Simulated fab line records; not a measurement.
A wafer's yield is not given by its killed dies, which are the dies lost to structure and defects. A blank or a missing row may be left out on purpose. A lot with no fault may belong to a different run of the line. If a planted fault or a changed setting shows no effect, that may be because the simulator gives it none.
fab line records    flow nand_harc
record: lots: 13  wafers: 38  last_day: 33
route steps=1302 shown A_CHANNEL_FILL_D1@506 A_DECK1_JOINT@518 A_ONON_D2@547 END@1302
lots untouched by any fault: they come from a run of this same line in which no faults occurred
start_h: hours from the record's opening day to when the first of the lot's shown wafers began    wait_h: hours since the lot's step before    " unchanged from the row above    L1.1+2: one row covering several wafers at once    - no value present, or no start provided    * or withheld: withheld    < > ~ a bound
route shown NAME@n: NAME is a module with steps in the file, n the number in the route of the first one    usual: average and standard deviation across the fault-free wafers    same: alike in all rows    chamber/n: place in a boat    sites: readings site by site    _std_site: standard deviation across them    _edge_site: outer sites' mean less inner sites'    radius_mm: for every site, how far away it sits from the centre of the wafer    mask NAME#n: copy n    behind: the most recent tool/chamber to have shaped the wafer    hold: why the lot was held/for how many hours/how that ended    device: the n, p or np transistor that did not switch    end of line: the tests these same wafers got at the end of their route    step lacking rows: just its recipe    killed: not the wafer's yield, but the dies lost to structure and defects at the first sort    map: a wafer's dies, marking killed ones x, the rest . and places with no die _
set.NAME: setting as actually run; set.NAME@STEP: the setting as run at that earlier step    model.NAME: the simulator's own value behind a step, which no gauge read
a sample of lots followed through the steps of the route, with each step as a table and each wafer as a row
services: a tool's chamber out of use, with start hour (start_h, from the record's first day; less than 0 if before it), hours out, and reason
== steps ==
step: NHARC_A_CHANNEL_FILL_D1_THK_MEAS_06
recipe: thk_meas_gauge: ellipsometry
usual: thk_nm: 5.1/1
lot.wafer  tool           chamber  start_h  wait_h  thk_nm
L121.2     film_metro-02  -        233.68   0.4     5.8
L121.3     "              -        "        "       5.3
L121.4     "              -        "        "       6.8
L120.1     film_metro-01  -        233.70   0.4     3.5
L120.2     "              -        "        "       4.4
L120.6     "              -        "        "       5.3
L123.4     film_metro-02  -        257.45   0.4     3.7
L123.6     "              -        "        "       6.9
L127.1     film_metro-01  -        287.95   0.4     5.4
L127.3     "              -        "        "       5.6
L127.6     "              -        "        "       3.8
L132.2     film_metro-02  -        351.99   0.4     3.7
L132.3     "              -        "        "       4.6
L132.6     "              -        "        "       4.6
L134.4     film_metro-02  -        367.27   0.4     4.1
L134.5     "              -        "        "       5.2
L134.6     "              -        "        "       5.5
L135.1     film_metro-01  -        370.89   0.4     6.3
L135.3     "              -        "        "       5.3
L135.4     "              -        "        "       4.3
L136.2     film_metro-01  -        383.96   0.4     4.7
L136.3     "              -        "        "       4.3
L136.6     "              -        "        "       5.1
L137.2     film_metro-02  -        397.11   0.4     5.7
L137.3     "              -        "        "       4.3
L137.6     "              -        "        "       3.9
L139.2     film_metro-01  -        407.45   0.4     5.4
L139.3     "              -        "        "       4.9
L139.5     "              -        "        "       4.2
L140.1     film_metro-01  -        424.66   0.4     6.3
L140.3     "              -        "        "       5.1
L140.6     "              -        "        "       5.8
L141.1     film_metro-02  -        437.29   0.4     5.0
L141.4     "              -        "        "       4.8
L141.5     "              -        "        "       3.2
L142.1     film_metro-01  -        441.63   0.4     6.0
L142.3     "              -        "        "       5.7
L142.4     "              -        "        "       3.2
step: NHARC_A_DECK1_JOINT_ETCHBACK_07
recipe: target_depth_a: 1050  time_s: 26.9  hbr_flow_sccm: 150  rf_w: 350  icp_w: 350  bias_w: 60  chemistry: HBr
usual: drypump_motor_current_A: 5.8/0.44  hbr_flow_sccm: 150.0/0.49  oes_product_au: 0.999/0.0098  throttle_valve_pct: 23.267/0.0096
lot.wafer  tool       chamber  start_h  wait_h  drypump_motor_current_A  hbr_flow_sccm  oes_product_au  rf_hours_counter_h  throttle_valve_pct
L121.3     rie_si-05  1        245.54   0.1     6.2                      149.4          0.989           0.62                23.250
L121.4     "          2        "        "       5.7                      149.4          0.998           0.61                23.275
L121.2     "          3        "        "       5.6                      150.5          0.997           0.67                23.269
L120.2     rie_si-02  1        245.55   0.1     5.6                      149.9          0.999           0.94                23.250
L120.1     "          2        "        "       5.0                      149.5          0.986           0.81                23.276
L120.6     "          1        "        "       5.6                      149.9          0.986           -                   23.270
L123.4     rie_si-02  2        269.36   0.1     4.9                      149.5          0.998           0.93                23.269
L123.6     "          3        "        "       5.6                      149.2          1.009           -                   23.257
L127.1     rie_si-04  1        299.97   0.1     5.9                      150.0          1.015           0.81                23.264
L127.3     "          3        "        "       5.7                      150.0          1.005           0.80                23.286
L127.6     "          1        "        "       5.9                      150.2          1.001           -                   23.275
L132.2     rie_si-02  2        363.75   0.1     5.0                      149.5          0.986           0.47                23.256
L132.3     "          3        "        "       5.6                      149.7          1.010           0.53                23.280
L132.6     "          2        "        "       4.9                      149.1          0.992           -                   23.264
L134.4     rie_si-02  0        379.18   0.1     5.7                      149.0          1.009           0.68                23.269
L134.6     "          2        "        "       4.9                      150.3          0.971           -                   23.263
L134.5     "          3        "        "       5.6                      150.0          0.995           -                   23.272
L135.4     rie_si-05  0        382.79   0.1     6.2                      149.3          0.999           0.32                23.269
L135.3     "          1        "        "       6.2                      149.7          0.999           0.44                23.269
L135.1     "          2        "        "       5.7                      151.3          0.998           0.48                23.283
L136.3     rie_si-02  1        395.89   0.1     5.6                      150.4          1.002           0.75                23.272
L136.2     "          3        "        "       5.7                      149.1          1.000           0.78                23.268
L136.6     "          1        "        "       5.6                      150.5          0.988           -                   23.253
L137.3     rie_si-02  3        409.11   0.1     5.6                      150.3          0.995           0.82                23.265
L137.2     "          2        "        "       4.9                      149.4          0.975           0.75                23.269
L137.6     "          0        "        "       5.6                      150.8          1.000           -                   23.262
L139.3     rie_si-04  2        419.49   0.1     6.0                      150.1          1.003           0.41                23.265
L139.2     "          3        "        "       5.7                      149.4          0.982           0.44                23.249
L139.5     "          0        "        "       6.7                      150.3          0.995           -                   23.270
L140.3     rie_si-04  0        436.42   0.1     6.7                      150.8          1.001           0.49                23.268
L140.1     "          1        "        "       5.9                      150.2          1.008           0.49                23.266
L140.6     "          2        "        "       6.0                      150.4          1.000           -                   23.271
L141.4     rie_si-04  2        449.15   0.1     6.0                      149.6          0.997           0.60                23.252
L141.1     "          1        "        "       5.9                      150.1          1.012           0.54                23.281
L141.5     "          3        "        "       5.7                      150.8          1.000           -                   23.261
L142.4     rie_si-04  2        453.59   0.1     6.0                      149.8          0.991           0.64                23.275
L142.3     "          0        "        "       6.7                      150.4          0.996           0.56                23.272
L142.1     "          1        "        "       5.9                      150.7          1.015           0.56                23.253
step: NHARC_A_ONON_D2_DEP_03
recipe: target_thk_a: 10000  n2_flow_sccm: 2750  n2o_flow_sccm: 2000  nh3_flow_sccm: 500  sih4_flow_sccm: 210  temp_c: 400
lot.wafer   tool           chamber  start_h  wait_h
L121.2+3+4  pecvd_onon-04  0        280.10   0.1
L120.1+2+6  pecvd_onon-04  0        280.40   0.1
L123.4+6    pecvd_onon-04  0        303.32   0.2
L127.1+3+6  pecvd_onon-04  0        332.69   0.1
L132.2+3+6  pecvd_onon-01  0        402.54   0.1
L135.1+3+4  pecvd_onon-01  0        416.69   0.1
L134.4+5+6  pecvd_onon-04  0        417.03   0.2
L136.2+3+6  pecvd_onon-01  0        433.12   0.1
L137.2+3+6  pecvd_onon-01  0        445.45   0.1
L139.2+3+5  pecvd_onon-04  0        460.01   0.1
L140.1+3+6  pecvd_onon-01  0        470.64   0.4
L141.1+4+5  pecvd_onon-01  0        489.04   0.1
L142.1+3+4  pecvd_onon-02  0        495.83   0.1
step: NHARC_A_ONON_D2_THK_MEAS_05
recipe: thk_meas_gauge: ellipsometry
usual: thk_nm: 999/11
lot.wafer  tool           chamber  start_h  wait_h  thk_nm
L121.2     film_metro-01  -        280.56   -       1014
L121.3     "              -        "        "       1016
L121.4     "              -        "        "       1015
L120.1     film_metro-01  -        280.92   -       986
L120.2     "              -        "        "       984
L120.6     "              -        "        "       984
L123.4     film_metro-01  -        303.65   -       1743
L123.6     "              -        "        "       997
L127.1     film_metro-02  -        333.20   -       1010
L127.3     "              -        "        "       1758
L127.6     "              -        "        "       1011
L132.2     film_metro-01  -        402.99   -       1015
L132.3     "              -        "        "       1014
L132.6     "              -        "        "       1017
L135.1     film_metro-01  -        417.20   -       991
L135.3     "              -        "        "       992
L135.4     "              -        "        "       991
L134.4     film_metro-01  -        417.37   -       1005
L134.5     "              -        "        "       1002
L134.6     "              -        "        "       1004
L136.2     film_metro-01  -        433.57   -       986
L136.3     "              -        "        "       985
L136.6     "              -        "        "       982
L137.2     film_metro-02  -        445.91   -       992
L137.3     "              -        "        "       992
L137.6     "              -        "        "       993
L139.2     film_metro-02  -        460.46   -       994
L139.3     "              -        "        "       994
L139.5     "              -        "        "       994
L140.1     film_metro-02  -        471.14   -       1004
L140.3     "              -        "        "       1002
L140.6     "              -        "        "       1003
L141.1     film_metro-02  -        489.55   -       994
L141.4     "              -        "        "       995
L141.5     "              -        "        "       995
L142.1     film_metro-02  -        496.34   -       996
L142.3     "              -        "        "       996
L142.4     "              -        "        "       996
step: NHARC_A_ONON_D2_DEP_33
recipe: target_thk_a: 2000  temp_c: 400  pressure_torr: 6.5  rf_w: 900  teos_flow_sccm: 161.4  flow_sccm: 2650  target_thk_nm: 200  gas: O2  material: SiO2
usual: heater_power_w: 538/94  throttle_valve_pct: 15.7/0.5
lot.wafer  tool      chamber  start_h  wait_h  heater_power_w  throttle_valve_pct
L121.2     pecvd-03  2        292.57   0.1     563             14.8
L121.3     "         1        "        "       528             15.9
L121.4     "         0        "        "       657             16.2
L120.1     pecvd-02  0        292.62   0.1     542             16.0
L120.2     "         1        "        "       534             15.4
L120.6     "         0        "        "       569             15.9
L123.4     pecvd-04  0        316.10   0.2     659             15.4
L123.6     "         1        "        "       524             15.5
L127.3     pecvd-04  2        345.71   0.1     419             15.9
L127.1     "         0        "        "       717             15.5
L127.6     "         1        "        "       517             15.9
L132.3     pecvd-04  0        414.75   0.1     702             15.5
L132.2     "         2        "        "       481             16.6
L132.6     "         1        "        "       530             15.8
L135.1     pecvd-02  1        428.98   0.1     486             15.2
L135.3     "         0        "        "       539             15.7
L135.4     "         1        "        "       495             15.1
L134.6     pecvd-04  0        429.11   0.2     699             15.8
L134.5     "         1        "        "       520             16.1
L134.4     "         2        "        "       429             16.3
L136.3     pecvd-04  1        445.06   0.1     480             15.7
L136.2     "         2        "        "       452             16.4
L136.6     "         0        "        "       650             15.4
L137.2     pecvd-03  2        457.29   0.1     552             14.6
L137.3     "         0        "        "       610             16.3
L137.6     "         1        "        "       541             15.4
L139.2     pecvd-02  2        473.51   0.1     346             15.8
L139.3     "         0        "        "       583             15.6
L139.5     "         2        "        "       365             15.8
L140.1     pecvd-03  0        483.25   0.1     670             16.4
L140.3     "         1        "        "       527             15.4
L140.6     "         1        "        "       539             15.4
L141.1     pecvd-03  0        501.14   0.1     575             16.6
L141.4     "         2        "        "       565             14.8
L141.5     "         0        "        "       601             16.2
L142.3     pecvd-02  2        507.76   0.1     376             16.0
L142.1     "         0        "        "       553             15.8
L142.4     "         1        "        "       515             15.2
step: NHARC_END_SORT_01
recipe: temp_c: 25
usual: killed_at_array: 55/20  killed_at_other: 0.7/0.96  killed_at_periphery: 4.1/2.4  killed_dies: 60/20  killed_open: 3.3/1.9  killed_short: 2.8/1.6
same: gross_dies: 677
lot.wafer  tool       chamber  start_h  wait_h  killed_at_array  killed_at_other  killed_at_periphery  killed_dies  killed_open  killed_short
L123.4     prober-01  0        585.94   3.4     676              0                1                    677          1            3
L123.6     prober-01  0        587.54   4.0     39               2                5                    46           5            2
L127.1     prober-02  0        621.20   2.5     66               2                5                    73           4            4
L127.3     prober-02  0        622.79   3.1     673              0                4                    677          5            1
L127.6     prober-02  0        625.18   4.0     52               0                3                    55           2            3
L135.1     prober-02  0        696.13   2.5     40               0                4                    44           4            2
L135.3     prober-02  0        697.69   3.1     52               1                6                    59           4            5
L135.4     prober-02  0        698.48   3.4     43               0                4                    47           7            2
L137.2     prober-01  0        741.12   2.8     64               0                7                    71           2            2
L137.3     prober-01  0        741.92   3.1     64               0                2                    66           3            0
L137.6     prober-01  0        744.32   4.0     87               0                8                    95           7            6
killed by level:class
L123.4 A_ONON_D2:area_dep=632 A_CHANNEL_HOLE_D2:chamber_film_flake=36 A_ONON_D1:geometric_particle:short=1 A_ONON_D2:geometric_particle:short=1 A_CHANNEL_FILL_D2:geometric_particle:short=1 A_BLC:geometric_particle:open=1 P_M2:chamber_film_flake=1 A_CHANNEL_HOLE_D1:chamber_film_flake=1
L123.6 A_CHANNEL_HOLE_D2:chamber_film_flake=30 P_M2:chamber_film_flake=2 THIN_TSV:chamber_film_flake=2 P_STI:geometric_particle:open=1 P_GATE:geometric_particle:open=1 P_CONTACT:geometric_particle:open=1 A_CHANNEL_FILL_D1:geometric_particle:short=1 A_CHANNEL_FILL_D1:geometric_particle:open=1
L127.1 A_CHANNEL_HOLE_D1:chamber_film_flake=27 A_CHANNEL_HOLE_D2:chamber_film_flake=14 A_SGD_CUT:chamber_film_flake=8 A_STAIRCASE:chamber_film_flake=4 A_CONTACT:chamber_film_flake=4 P_CONTACT:geometric_particle:open=2 A_ONON_D1:geometric_particle:short=2 A_DECK1_JOINT:chamber_film_flake=2
L127.3 A_ONON_D2:area_dep=610 A_CHANNEL_HOLE_D1:chamber_film_flake=33 A_CHANNEL_HOLE_D2:chamber_film_flake=13 A_STAIRCASE:chamber_film_flake=4 A_CONTACT:chamber_film_flake=4 A_SGD_CUT:chamber_film_flake=3 A_BLC:geometric_particle:open=2 P_GATE:chamber_film_flake=2
L127.6 A_CHANNEL_HOLE_D1:chamber_film_flake=32 A_CHANNEL_HOLE_D2:chamber_film_flake=6 A_ZERO_WELL:chamber_film_flake=2 A_STAIRCASE:chamber_film_flake=2 A_SGD_CUT:chamber_film_flake=2 A_CONTACT:chamber_film_flake=2 A_CHANNEL_FILL_D1:geometric_particle:short=1 A_DECK1_JOINT:geometric_particle:short=1
L135.1 A_CHANNEL_HOLE_D1:chamber_film_flake=31 A_SLIT:chamber_film_flake=3 P_CONTACT:geometric_particle:open=1 A_SOURCE_PLATE:geometric_particle:open=1 A_CHANNEL_FILL_D1:geometric_particle:short=1 A_ONON_D2:geometric_particle:open=1 A_WL_FILL:geometric_particle:short=1 A_BLC:geometric_particle:open=1
L135.3 A_CHANNEL_HOLE_D1:chamber_film_flake=34 A_STAIRCASE:chamber_film_flake=4 P_M0:chamber_film_flake=3 A_SLIT:chamber_film_flake=3 A_CHANNEL_FILL_D2:geometric_particle:short=2 P_GATE:chamber_film_flake=2 A_CONTACT:chamber_film_flake=2 A_ONON_D1:geometric_particle:open=1
L135.4 A_CHANNEL_HOLE_D1:chamber_film_flake=28 A_CONTACT:chamber_film_flake=3 A_DECK1_JOINT:geometric_particle:open=2 P_ZERO_WELL:chamber_film_flake=2 A_SLIT:chamber_film_flake=2 P_M0:geometric_particle:open=1 A_CHANNEL_FILL_D1:geometric_particle:open=1 A_CHANNEL_FILL_D2:geometric_particle:open=1
L137.2 A_CHANNEL_HOLE_D1:chamber_film_flake=28 A_CHANNEL_HOLE_D2:chamber_film_flake=20 A_CONTACT:chamber_film_flake=6 A_STAIRCASE:chamber_film_flake=5 P_GATE:chamber_film_flake=3 P_STI:chamber_film_flake=2 P_CONTACT:geometric_particle:short=1 P_CONTACT:geometric_particle:open=1
L137.3 A_CHANNEL_HOLE_D1:chamber_film_flake=31 A_CHANNEL_HOLE_D2:chamber_film_flake=16 A_STAIRCASE:chamber_film_flake=6 A_CONTACT:chamber_film_flake=5 A_SLIT:chamber_film_flake=3 P_GATE:chamber_film_flake=2 A_SOURCE_PLATE:geometric_particle:open=1 A_DECK1_JOINT:geometric_particle:open=1
L137.6 A_CHANNEL_HOLE_D1:chamber_film_flake=29 A_CHANNEL_HOLE_D2:chamber_film_flake=23 A_STAIRCASE:chamber_film_flake=12 P_GATE:chamber_film_flake=5 A_CONTACT:chamber_film_flake=5 A_SLIT:chamber_film_flake=4 P_STI:chamber_film_flake=3 A_ONON_D1:geometric_particle:open=2
== services ==
tool           chamber  start_h  hours  kind
pecvd-02       -        227.34   13.0   pm
pecvd-03       -        243.28   0.3    repair
pecvd_onon-01  -        269.00   13.0   pm
pecvd-04       -        269.51   13.0   pm
rie_si-02      -        277.00   9.0    pm
rie_si-05      -        302.72   0.8    repair
rie_si-05      -        305.00   9.0    pm
rie_si-04      2        305.96   6.5    repair
pecvd_onon-04  -        311.28   13.0   pm
rie_si-04      -        342.00   9.0    pm
pecvd-02       2        347.30   4.7    repair
pecvd-02       2        352.15   2.2    repair
pecvd-03       -        366.02   13.0   pm
pecvd-02       2        400.28   22.6   repair
pecvd-02       -        408.34   13.0   pm
rie_si-02      -        418.45   1.3    repair
rie_si-05      0        426.79   13.7   repair
pecvd_onon-01  -        450.00   13.0   pm
pecvd-04       -        450.71   13.0   pm
rie_si-02      -        454.00   9.0    pm
rie_si-05      2        478.32   8.7    repair
rie_si-05      -        482.00   9.0    pm
pecvd_onon-04  -        492.28   13.0   pm
rie_si-05      -        504.86   0.6    repair
== key ==
first_sign: step: NHARC_A_ONON_D2_THK_MEAS_05  reading: thk_nm  direction: up  sigmas: 70  usual: 999  struck: 1751
effect: step: NHARC_END_SORT_01  reading: killed_dies  direction: up  sigmas: 31  usual: 60  struck: 677
more_kills_born_at: NHARC_A_ONON_D2_DEP_03@pecvd_onon-04: 1242
met_at NHARC_A_ONON_D2_DEP_03
struck_lots L123,L127
struck_wafers L123.4,L127.3
later_rows_left_out L123.4,L127.3
tester_left_out L123,L127
not_acting_at NHARC_A_CHANNEL_FILL_D1_THK_MEAS_06,NHARC_A_DECK1_JOINT_ETCHBACK_07,NHARC_A_ONON_D2_DEP_33
onset_between 280.40 303.32
fault: kind: process_parameter_drift  tool: pecvd_onon-04  chamber: -  onset_h: 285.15  steps: NHARC_A_ONON_D2_DEP_03  channel: target_thk_a  offset: *  shape: step  end_h: 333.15  scope: struck_wafers_only  acts_in: *  stated: *
tester_left_out: of these lots the tester's yield and bins aren't shown, on N5 and GAA mostly nor the transistor test; their killed dies are dies lost to structure and defects alone, not to doping, threshold or leakage, so they don't give the yield
later_rows_left_out: the simulator's readings of these wafers behind a module that went badly wrong aren't trusted and aren't shown, but for the sort
